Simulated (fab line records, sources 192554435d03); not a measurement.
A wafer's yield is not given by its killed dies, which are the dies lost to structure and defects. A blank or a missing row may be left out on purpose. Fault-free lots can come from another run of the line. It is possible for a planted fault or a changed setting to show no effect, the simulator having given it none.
fab line records    flow n5Finfet
[record] lots = 13  wafers = 38  lastDay = 20
route steps=1938 shown MOL_CONTACT_COAG@527 PASSIVATION@1936
lots with no fault: from the same line, run without faults
startH: hours from the record's first day to the start of the lot's first wafer shown    waitH: hours from the lot's prior step to this one    " as in the row above    L1.1+2: a row that stands for several wafers    - no value, or no start was given    * or withheld: withheld    < > ~ a bound
route shown NAME@n: a module of which the file shows steps, and the number in the route of the first    usual: mean/standard deviation of fault-free wafers    same: alike in all rows    chamber/n: place in a boat    sites: readings site by site    _std_site: the standard deviation of these    _edge_site: the outer-site mean with the inner-site mean subtracted    radiusMm: how far each site lies from the wafer's centre    mask NAME#n: copy n    behind: the most recent tool/chamber to have shaped the wafer    hold: the reason the lot was held/the length of the hold in hours/how it ended    device: the n, p or np transistor that did not switch    end of line: the tests these same wafers got at the end of their route    step lacking rows: just its recipe    killed: dies lost to structure and defects at the first sort, not the wafer's yield    map: the dies of a wafer, with x for killed, . for not killed, _ for no die there
set.NAME: setting as actually run; set.NAME@STEP: the setting as run at that earlier step    model.NAME: the simulator's own value behind a step, which no gauge read
route steps across a sampled set of lots; one table per step, one row per wafer
services: a tool's chamber out of use, with start hour (startH, from the record's first day; less than 0 if before it), hours out, and reason
[[steps]]
[step N5_MOL_CONTACT_COAG_OVL_MEAS_09]
[recipe] pointsPerWafer = 522
[usual] CA_OVL = 0.2/0.66
lot.wafer  tool        chamber  startH  waitH  CA_OVL[nm]
L730.2     overlay-01  0        87.55   0.0    0.4
L730.3     "           0        "       "      0.2
L730.5     "           0        "       "      -0.1
L731.3     overlay-02  0        99.42   0.0    1.2
L731.5     "           0        "       "      0.3
L731.6     "           0        "       "      0.4
L732.4     overlay-01  0        104.45  0.0    0.6
L732.5     "           0        "       "      -0.6
L734.1     overlay-02  0        110.68  0.0    1.1
L734.3     "           0        "       "      0.7
L734.6     "           0        "       "      0.1
L735.1     overlay-02  0        117.77  0.0    0.6
L735.4     "           0        "       "      -0.4
L735.6     "           0        "       "      0.7
L740.1     overlay-02  0        147.79  0.0    -0.1
L740.4     "           0        "       "      0.0
L740.6     "           0        "       "      0.6
L741.1     overlay-01  0        153.98  0.0    1.3
L741.2     "           0        "       "      0.6
L741.4     "           0        "       "      0.9
L743.1     overlay-01  0        163.62  0.0    0.4
L743.2     "           0        "       "      0.8
L743.4     "           0        "       "      0.6
L746.1     overlay-01  0        183.27  0.0    0.1
L746.3     "           0        "       "      -0.9
L746.5     "           0        "       "      -0.9
L747.1     overlay-01  0        191.66  0.0    0.0
L747.4     "           0        "       "      0.6
L747.5     "           0        "       "      -0.3
L751.2     overlay-01  0        211.01  0.0    0.5
L751.4     "           0        "       "      0.0
L751.5     "           0        "       "      -0.6
L752.2     overlay-01  0        223.28  0.0    0.0
L752.3     "           0        "       "      -1.7
L752.4     "           0        "       "      -0.4
L753.1     overlay-02  0        229.44  0.0    0.9
L753.4     "           0        "       "      0.2
L753.6     "           0        "       "      1.2
[step N5_MOL_CONTACT_COAG_ETCH_110]
[recipe] chemistry = CF4/O2  target = Si  targetDepthA = 25  timeS = 8  pressureMtorr = 100  sourceW = 200  biasW = 12  ionEnergyEv = 60  Ar_flow_sccm = 100  cf4FlowSccm = 100  O2_flow_sccm = 10
[usual] drypumpMotorCurrentA = 5.6/0.41  oesProductAu = 0.76/0.065  rfVppV = 128/4  showerheadPlenumPTorr = 2.21/0.073  throttleValvePct = 10.81/0.19
lot.wafer  tool        chamber  startH  waitH  drypumpMotorCurrentA  oesProductAu  rfHoursCounterH  rfVppV  showerheadPlenumPTorr  throttleValvePct
L730.2     rieDiel-01  1        87.91   0.0    5.8                   0.82          78               135     2.34                   10.50
L730.3     "           2        "       "      5.1                   0.74          175              127     2.20                   10.83
L730.5     "           0        "       "      6.3                   0.71          -                125     2.30                   10.97
L731.3     rieDiel-01  0        99.77   0.0    6.3                   0.71          208              124     2.30                   10.98
L731.5     "           2        "       "      5.1                   0.74          -                123     2.20                   10.87
L731.6     "           3        "       "      5.0                   0.79          -                129     2.15                   10.78
L732.4     rieDiel-04  3        104.81  0.0    5.5                   0.82          124              121     2.14                   10.71
L732.5     "           1        "       "      6.2                   0.74          -                125     2.15                   11.03
L734.1     rieDiel-04  1        111.05  0.0    6.2                   0.75          157              126     2.15                   11.02
L734.3     "           0        "       "      5.8                   0.78          110              135     2.22                   10.36
L734.6     "           2        "       "      5.6                   0.97          -                128     2.29                   10.73
L735.1     rieDiel-05  2        118.19  0.0    5.3                   0.70          196              131     2.30                   10.90
L735.4     "           3        "       "      5.5                   0.69          210              126     2.13                   10.81
L735.6     "           0        "       "      5.1                   0.76          -                127     2.12                   10.61
L740.1     rieDiel-04  3        148.16  0.0    5.5                   0.81          138              122     2.14                   10.77
L740.4     "           1        "       "      6.2                   0.74          169              125     2.15                   11.07
L740.6     "           0        "       "      5.8                   0.79          -                136     2.21                   10.41
L741.1     rieDiel-05  0        154.41  0.0    5.2                   0.75          178              128     2.12                   10.64
L741.2     "           1        "       "      6.2                   0.79          126              128     2.21                   10.87
L741.4     "           3        "       "      5.4                   0.68          222              125     2.13                   10.85
L743.1     rieDiel-01  0        164.41  0.0    6.2                   0.70          229              124     2.29                   11.06
L743.2     "           1        "       "      5.8                   0.78          104              135     2.34                   10.57
L743.4     "           3        "       "      5.0                   0.78          130              129     2.15                   10.82
L746.1     rieDiel-04  1        183.65  0.0    6.2                   0.74          176              126     2.15                   11.07
L746.3     "           2        "       "      5.6                   0.91          31               129     2.28                   10.79
L746.5     "           2        "       "      5.6                   0.91          -                126     2.29                   10.79
L747.1     rieDiel-01  0        192.27  0.0    6.2                   0.69          239              125     2.28                   11.08
L747.4     "           2        "       "      5.1                   0.72          204              125     2.19                   10.92
L747.5     "           2        "       "      5.1                   0.72          -                125     2.19                   10.93
L751.2     rieDiel-01  0        211.48  0.0    6.2                   0.70          245              125     2.28                   11.07
L751.4     "           2        "       "      5.1                   0.72          210              126     2.19                   10.93
L751.5     "           3        "       "      5.0                   0.77          -                129     2.14                   10.88
L752.2     rieDiel-05  3        223.84  0.0    5.5                   0.66          244              125     2.12                   10.90
L752.3     "           2        "       "      5.3                   0.69          231              129     2.29                   10.98
L752.4     "           0        "       "      5.1                   0.73          199              127     2.11                   10.70
L753.1     rieDiel-04  3        229.81  0.0    5.5                   0.79          160              123     2.13                   10.84
L753.4     "           0        "       "      5.8                   0.76          144              135     2.21                   10.47
L753.6     "           1        "       "      6.1                   0.73          -                124     2.14                   11.12
[step N5_MOL_CONTACT_COAG_PRECLEAN_111]
[recipe] chemistry = NF3:NH3  afsCycles = 1  tempC = 30  timeS = 20  sublimationTempC = 180  sublimationTimeS = 60  pressureTorr = 3  rfPowerW = 30
[usual] timeS = 20/0
lot.wafer  tool             chamber  startH  waitH  timeS
L730.2     remotePlasma-01  0        89.95   1.8    20
L730.3     "                0        "       "      20
L730.5     "                0        "       "      20
L731.3     remotePlasma-02  1        100.95  0.9    20
L731.5     "                1        "       "      20
L731.6     "                1        "       "      20
L732.4     remotePlasma-01  1        105.27  0.2    20
L732.5     "                1        "       "      20
L734.1     remotePlasma-02  0        111.42  0.2    20
L734.3     "                0        "       "      20
L734.6     "                0        "       "      20
L735.1     remotePlasma-01  0        119.06  0.7    20
L735.4     "                0        "       "      20
L735.6     "                0        "       "      20
L740.1     remotePlasma-02  1        148.86  0.5    13.414
L740.4     "                1        "       "      13.414
L740.6     "                1        "       "      13.414
L741.1     remotePlasma-02  1        154.78  0.2    13.414
L741.2     "                1        "       "      13.414
L741.4     "                1        "       "      13.414
L743.1     remotePlasma-01  0        165.24  0.6    20
L743.2     "                0        "       "      20
L743.4     "                0        "       "      20
L746.1     remotePlasma-01  0        184.02  0.2    20
L746.3     "                0        "       "      20
L746.5     "                0        "       "      20
L747.1     remotePlasma-01  1        192.64  0.2    20
L747.4     "                1        "       "      20
L747.5     "                1        "       "      20
L751.2     remotePlasma-01  0        211.88  0.2    20
L751.4     "                0        "       "      20
L751.5     "                0        "       "      20
L752.2     remotePlasma-02  0        224.30  0.2    20
L752.3     "                0        "       "      20
L752.4     "                0        "       "      20
L753.1     remotePlasma-02  0        231.83  1.8    20
L753.4     "                0        "       "      20
L753.6     "                0        "       "      20
[step N5_MOL_CONTACT_COAG_CO_FILL_22]
[recipe] material = Co  targetThkA = 200  tempC = 200  precursor = CCTBA/H2  pressureTorr = 30
[usual] heaterPowerW = 226/18
lot.wafer  tool      chamber  startH  waitH  heaterPowerW
L730.2     cvdCo-02  2        91.37   0.1    209
L730.3     "         1        "       "      225
L730.5     "         1        "       "      229
L731.3     cvdCo-02  1        102.03  0.1    226
L731.5     "         0        "       "      240
L731.6     "         2        "       "      204
L732.4     cvdCo-01  2        106.75  0.4    221
L732.5     "         1        "       "      272
L734.1     cvdCo-01  2        112.70  0.1    227
L734.3     "         2        "       "      223
L734.6     "         2        "       "      227
L735.1     cvdCo-02  1        120.64  0.1    230
L735.4     "         0        "       "      233
L735.6     "         1        "       "      230
L740.1     cvdCo-01  0        150.13  0.1    205
L740.4     "         2        "       "      224
L740.6     "         0        "       "      208
L741.1     cvdCo-01  2        156.35  0.1    224
L741.2     "         1        "       "      260
L741.4     "         2        "       "      221
L743.1     cvdCo-02  2        167.61  0.1    214
L743.2     "         0        "       "      245
L743.4     "         0        "       "      239
L746.1     cvdCo-02  2        187.19  0.1    209
L746.3     "         0        "       "      242
L746.5     "         2        "       "      208
L747.1     cvdCo-01  2        194.75  0.1    228
L747.4     "         0        "       "      209
L747.5     "         1        "       "      254
L751.2     cvdCo-01  2        213.67  0.1    219
L751.4     "         2        "       "      225
L751.5     "         1        "       "      261
L752.2     cvdCo-02  2        226.99  0.1    205
L752.3     "         0        "       "      240
L752.4     "         0        "       "      241
L753.1     cvdCo-02  0        233.32  0.1    237
L753.4     "         2        "       "      210
L753.6     "         0        "       "      234
[step N5_PASSIVATION_PROBE_49]
[usual] killed_at_M0_to_M3 = 36/10  killed_at_M4_up = 14/5.2  killedAtContacts = 12/6  killedAtFrontEnd = 37/10  killedAtOther = 4/3.3  killedDies = 104/18  killedOpen = 68/14  killedShort = 34/7.4
[same] grossDies = 1180  killedAtBackSide = 0
lot.wafer  tool       chamber  startH  waitH  killed_at_M0_to_M3  killed_at_M4_up  killedAtContacts  killedAtFrontEnd  killedAtOther  killedDies  killedOpen  killedShort
L734.1     prober-02  -        331.91  0.0    22                  15               8                 50                5              100         70          30
L734.3     prober-02  -        332.01  0.1    38                  22               24                33                2              119         87          31
L734.6     prober-02  -        332.16  0.3    32                  10               13                46                7              108         66          38
L743.1     prober-01  -        401.20  0.0    41                  15               2                 34                4              96          67          29
L743.2     prober-01  -        401.25  0.1    33                  22               9                 35                4              103         67          33
L743.4     prober-01  -        401.35  0.2    24                  11               9                 27                3              74          48          24
L752.2     prober-01  -        481.84  0.1    36                  10               9                 33                5              93          68          25
L752.3     prober-01  -        481.89  0.1    29                  13               9                 32                3              86          60          26
L752.4     prober-01  -        481.94  0.2    30                  3                7                 34                0              74          57          15
L751.2     prober-02  -        488.71  0.1    50                  12               18                30                3              113         75          38
L751.4     prober-02  -        488.81  0.2    35                  19               13                28                8              103         65          36
L751.5     prober-02  -        488.86  0.2    52                  10               14                19                6              101         61          40
// killed by level:class
L734.1 FIN_SAQP:geometricParticle:open=14 STI_FIN_REVEAL:geometricParticle:open=11 MOL_CONTACT_COAG:geometricParticle:open=7 BEOL_M0_SAQP:geometricParticle:open=7 BEOL_M4:geometricParticle:open=6 FIN_SAQP:geometricParticle:short=5 ILD0:geometricParticle:short=4 BEOL_M0_SAQP:geometricParticle:short=4
L734.3 MOL_CONTACT_COAG:geometricParticle:open=17 BEOL_M0_SAQP:geometricParticle:open=13 FIN_SAQP:geometricParticle:open=11 MOL_CONTACT_COAG:geometricParticle:short=7 BEOL_M2:geometricParticle:open=7 BEOL_M0_SAQP:geometricParticle:short=6 BEOL_M4:geometricParticle:open=6 BEOL_M7:geometricParticle:open=6
L734.6 FIN_SAQP:geometricParticle:open=12 BEOL_M0_SAQP:geometricParticle:short=11 MOL_CONTACT_COAG:geometricParticle:open=10 BEOL_M0_SAQP:geometricParticle:open=9 STARTING-WAFER:geometricParticle:open=6 BEOL_M2:geometricParticle:open=6 FIN_SAQP:geometricParticle:short=5 STI_FIN_REVEAL:geometricParticle:open=4
L743.1 BEOL_M0_SAQP:geometricParticle:short=14 STI_FIN_REVEAL:geometricParticle:open=10 BEOL_M3:geometricParticle:open=10 FIN_SAQP:geometricParticle:open=7 BEOL_M0_SAQP:geometricParticle:open=7 BEOL_M4:geometricParticle:open=6 FIN_SAQP:geometricParticle:short=4 BEOL_M7:geometricParticle:open=4
L743.2 BEOL_M4:geometricParticle:open=13 BEOL_M0_SAQP:geometricParticle:open=12 MOL_CONTACT_COAG:geometricParticle:open=9 STI_FIN_REVEAL:geometricParticle:open=8 BEOL_M0_SAQP:geometricParticle:short=7 FIN_SAQP:geometricParticle:short=6 FIN_SAQP:geometricParticle:open=5 DUMMY_GATE:geometricParticle:open=4
L743.4 BEOL_M0_SAQP:geometricParticle:open=9 FIN_SAQP:geometricParticle:open=7 MOL_CONTACT_COAG:geometricParticle:open=7 BEOL_M0_SAQP:geometricParticle:short=6 BEOL_M0:geometricParticle:open=4 STARTING-WAFER:geometricParticle:short=4 GATE_CUT:geometricParticle:open=3 GATE_CUT:geometricParticle:short=3
L752.2 BEOL_M3:geometricParticle:open=12 MOL_CONTACT_COAG:geometricParticle:open=9 STI_FIN_REVEAL:geometricParticle:open=7 BEOL_M0_SAQP:geometricParticle:open=7 FIN_SAQP:geometricParticle:open=5 BEOL_M2:geometricParticle:open=5 FIN_SAQP:geometricParticle:short=4 BEOL_M4:geometricParticle:open=4
L752.3 MOL_CONTACT_COAG:geometricParticle:open=8 DUMMY_GATE:geometricParticle:open=7 STI_FIN_REVEAL:geometricParticle:open=5 BEOL_M0_SAQP:geometricParticle:short=5 BEOL_M0:geometricParticle:open=5 BEOL_M3:geometricParticle:open=5 FIN_SAQP:geometricParticle:open=4 BEOL_M1:geometricParticle:open=4
L752.4 FIN_SAQP:geometricParticle:open=10 BEOL_M3:geometricParticle:open=10 DUMMY_GATE:geometricParticle:open=7 MOL_CONTACT_COAG:geometricParticle:open=6 STI_FIN_REVEAL:geometricParticle:open=5 BEOL_M0_SAQP:geometricParticle:open=5 BEOL_M1:geometricParticle:open=4 BEOL_M0_SAQP:geometricParticle:short=3
L751.2 MOL_CONTACT_COAG:geometricParticle:open=15 FIN_SAQP:geometricParticle:short=12 BEOL_M0_SAQP:geometricParticle:short=12 BEOL_M0_SAQP:geometricParticle:open=11 BEOL_M2:geometricParticle:open=9 BEOL_M1:geometricParticle:open=7 FIN_SAQP:geometricParticle:open=6 BEOL_M0:geometricParticle:open=5
L751.4 MOL_CONTACT_COAG:geometricParticle:open=12 FIN_SAQP:geometricParticle:short=10 BEOL_M0_SAQP:geometricParticle:open=10 BEOL_M2:geometricParticle:open=8 BEOL_M4:geometricParticle:open=5 BEOL_M0_SAQP:geometricParticle:short=4 BEOL_M4:geometricParticle:short=4 MIM_TOP_ETCH:geometricParticle:short=4
L751.5 MOL_CONTACT_COAG:geometricParticle:open=12 BEOL_M0_SAQP:geometricParticle:short=10 BEOL_M0_SAQP:geometricParticle:open=10 BEOL_M2:geometricParticle:open=10 GATE_CUT:geometricParticle:short=5 BEOL_M0:geometricParticle:open=5 BEOL_M1:geometricParticle:short=4 BEOL_M3:geometricParticle:open=4
[[services]]
tool        chamber  startH  hours  kind
cvdCo-01    -        77.77   1.0    repair
cvdCo-02    1        92.87   1.8    repair
cvdCo-01    -        104.19  0.8    repair
cvdCo-01    1        112.21  11.6   repair
cvdCo-01    -        118.75  6.9    pm
cvdCo-01    1        125.65  -      clean
cvdCo-01    1        125.65  22.0   scheduledDown
cvdCo-01    1        125.65  22.0   ventCycle
cvdCo-02    1        164.16  4.1    repair
rieDiel-01  2        171.91  16.9   repair
rieDiel-04  2        196.85  3.7    repair
rieDiel-01  0        223.62  -      clean
rieDiel-01  0        223.62  -      consumableReplace:focusRing
rieDiel-01  0        223.62  32.8   scheduledDown
rieDiel-01  0        223.62  32.8   ventCycle
[[key]]
[firstSign] step = N5_MOL_CONTACT_COAG_PRECLEAN_111  reading = timeS  direction = down  sigmas = 99+  usual = *  struck = *
effect none on later readings
metAt N5_MOL_CONTACT_COAG_PRECLEAN_111
struckLots L740,L741
struckWafers L740.1,L740.4,L740.6,L741.1,L741.2,L741.4
testerLeftOut L740,L741
notActingAt N5_MOL_CONTACT_COAG_OVL_MEAS_09,N5_MOL_CONTACT_COAG_ETCH_110,N5_MOL_CONTACT_COAG_CO_FILL_22
onsetBetween 100.95 148.86
[fault] kind = processParameterDrift  tool = remotePlasma-02  chamber = 1  onsetH = 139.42  steps = N5_MOL_CONTACT_COAG_PRECLEAN_111  channel = timeS  offset = *  shape = step  endH = 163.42  actsIn = *  stated = *
// testerLeftOut: of these lots the tester's yield and bins aren't shown, on N5 and GAA mostly nor the transistor test; their killed dies are dies lost to structure and defects alone, not to doping, threshold or leakage, so they don't give the yield
